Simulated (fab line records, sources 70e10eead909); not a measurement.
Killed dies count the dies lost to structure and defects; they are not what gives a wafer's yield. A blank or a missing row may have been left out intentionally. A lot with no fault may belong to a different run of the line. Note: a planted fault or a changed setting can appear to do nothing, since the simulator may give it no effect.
A struck lot beside a sound one || flow nandHarc || 21 out of 1159 route steps
Sound: these wafers, L586.1, L586.3, L586.4. The struck wafers were L604.2, L604.4, L604.6. At the end, the cause is stated.
Each step with rows lists, per side, the tool, then ch with its chambers, then its first start. Under that, the readings that differ: sound wafers || struck wafers || difference of the means || sigmas: that difference in standard deviations of wafers without a fault.
alike: readings with means less than 2 such deviations apart, plus words and numbers identical on both sides. not compared: withheld readings, readings lacking a value on some wafer, bounds such as >300 that could conceal the same value, and numbers that have no deviation in the record and whose values overlap.
Wherever a step has rows on one side only, a row that says differs or no value, or a row with sigmas, the two part there. Numbers that don't overlap but have no deviation are shown without sigmas and don't part them. Lack of a reading on every wafer of one side parts them only where that side has two or more wafers.

NHARC_P_CONTACT_CMP_24: polishes, t overpolish 30 s, target thk 200 nm.
  sound on cmp-01 ch 1,2,3, day 6 08:28; struck on cmp-01 ch 1,2,3, day 10 14:42
  alike: motorCurrentA, overpolishRunS, timeToEndpointS
then, 1 step without rows for these wafers: NHARC_P_CONTACT_SRD_26.
NHARC_P_CONTACT_INSPECT_27:
  sound on defectInspect-01, day 6 08:52; struck on defectInspect-01, day 10 15:06
  alike: rawDefectCount
then, 8 steps without rows for these wafers: NHARC_P_M0_DEP_00 (deposits SiOC, target thk 150 nm); NHARC_P_M0_DEHYDRATE_01 (time 120 s); NHARC_P_M0_HMDS_02 (time 30 s); NHARC_P_M0_COAT_33 (time 65 s); NHARC_P_M0_COAT_03 (resist thk 90 nm); NHARC_P_M0_SOFTBAKE_04 (time 55 s); NHARC_P_M0_EBR_05; NHARC_P_M0_EXPOSE_06 (exposes mask P M0, target cd 90 nm).
NHARC_P_M0_PEB_07: peb time 65 s.
  sound on lithoTrack-06 ch 0, day 6 09:38; struck on lithoTrack-04 ch 0, day 10 15:48
{"reading": "heaterPowerTotalW (W)", "sound": "157.0 157.1 156.6", "struck": "160.9 160.3 160.4", "difference": "+3.6", "sigmas": "+8"}
{"reading": "plateTempC (C)", "sound": "99.75 99.98 99.86", "struck": "101.95 101.92 102.01", "difference": "+2.10", "sigmas": "+16"}
then, 1 step without rows for these wafers: NHARC_P_M0_DEVELOP_08 (develop time 35 s).
NHARC_P_M0_CD_MEAS_09: target cd 90 nm.
  sound on cdSem-02 ch 0, day 6 09:43; struck on cdSem-02 ch 0, day 10 15:53
{"reading": "cdNm (nm)", "sound": "90.5 89.9 89.9", "struck": "96.4 96.2 97.7", "difference": "+6.7", "sigmas": "+12"}
NHARC_P_M0_OVL_MEAS_10: pitch 180 nm.
  sound on overlay-02, day 6 09:48; struck on overlay-02, day 10 15:58
  alike: overlayXNm, overlayYNm
NHARC_P_M0_INSPECT_11:
  sound on defectInspect-02, day 6 09:50; struck on defectInspect-01, day 10 16:00
  alike: rawDefectCount
NHARC_P_M0_DESCUM_14: chemistry O2, time 3 s.
  sound on rieDiel-11 ch 0,1,3, day 6 09:54; struck on rieDiel-11 ch 1,3, day 10 16:04
{"reading": "model.P_M0.cdNm (nm)", "sound": "89.71 89.59 91.05", "struck": "96.83 96.47 98.23", "difference": "+7.06", "sigmas": ""}
  alike: drypumpMotorCurrentA, o2FlowSccm, oesProductAu, rfVppV, showerheadPlenumPTorr, throttleValvePct
  not compared: rfHoursCounterH
NHARC_P_M0_ETCH_34: etches the open film in N2/H2, target depth 40 nm, overetch 12 nm, time 43.94 s.
  sound on rieDiel-11 ch 0,2,3, day 6 09:59; struck on rieDiel-11 ch 1,2, day 10 16:09
  alike: drypumpMotorCurrentA, oesProductAu, rfVppV, showerheadPlenumPTorr, throttleValvePct
  not compared: rfHoursCounterH
NHARC_P_M0_ETCH_15: etches the open film in C4F8/Ar, target depth 150 nm, overetch 15 nm, time 82.5 s.
  sound on rieDiel-11 ch 0,1,3; struck on rieDiel-11 ch 0,1,3
{"reading": "model.P_M0.cdNm (nm)", "sound": "89.35 89.03 91.62", "struck": "96.06 96.26 98.02", "difference": "+6.78", "sigmas": ""}
  alike: oesProductAu, rfVppV
  not compared: rfHoursCounterH
NHARC_P_M0_CD_MEAS_16:
  sound on cdSem-02, day 6 10:12; struck on cdSem-02, day 10 16:22
{"reading": "cdNm (nm)", "sound": "89.0 89.2 91.5", "struck": "96.3 96.5 98.2", "difference": "+7.1", "sigmas": "+8"}
NHARC_END_SORT_01:
  the record has rows for the sound wafers here (prober-02 ch 0, day 20 12:49) and none for the struck ones

WHERE THEY PART
First at NHARC_P_M0_PEB_07; last, within this record, at NHARC_END_SORT_01.

WHY: the cause the simulator had injected
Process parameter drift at NHARC_P_M0_PEB_07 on lithoTrack-04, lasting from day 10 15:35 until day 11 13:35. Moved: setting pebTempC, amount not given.
